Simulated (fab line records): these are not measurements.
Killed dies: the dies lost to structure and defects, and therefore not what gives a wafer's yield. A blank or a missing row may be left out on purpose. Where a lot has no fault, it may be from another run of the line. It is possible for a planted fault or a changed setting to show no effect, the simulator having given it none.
Chamber matching | flow n5_finfet | 3 sister chambers for N5_MIM_TOP_ETCH_PECVD_03 on pecvd-01
The step deposits SiNx from SiH4/NH3/N2, target thk 20 nm, time 17.6 s. 3 wafers are shown with their chamber, then 9 later ones without.

== WAFERS, EACH WITH ITS CHAMBER ==
wafer  | chamber | throttle_valve_pct (%)
L092.1 | 2       | 37.5
L092.2 | 1       | 45.9
L092.3 | 0       | 39.6

== WAFERS WHOSE CHAMBER IS MISSING ==
wafer  | throttle_valve_pct (%)
L094.1 | 45.7
L094.5 | 45.8
L094.6 | 39.6
L095.2 | 45.7
L095.3 | 39.5
L095.4 | 37.5
L096.2 | 37.7
L096.4 | 45.7
L096.6 | 39.5

== CHAMBER TAKEN BY EACH ==
wafer  | from the rows above | in truth
L094.1 | 1                   | 1
L094.5 | 1                   | 1
L094.6 | 0                   | 0
L095.2 | 1                   | 1
L095.3 | 0                   | 0
L095.4 | 2                   | 2
L096.2 | 2                   | 2
L096.4 | 1                   | 1
L096.6 | 0                   | 0
Correctly placed: 9 of 9. Left unplaced by these rows: 0. 0 placed wrongly.
How it was worked out, from the rows above alone: a wafer's distance from a chamber is the root of the sum, over the readings, of the square of ((its reading less the chamber's mean) divided by the reading's scatter). If the next closest chamber is less than 2 further off than the closest, the wafer can't be placed; otherwise it belongs to the closest. A chamber's mean is the mean of its shown wafers. The scatter: with one shown wafer a chamber, the root of the mean of the squares of how far each hidden wafer lies from its nearest shown one.
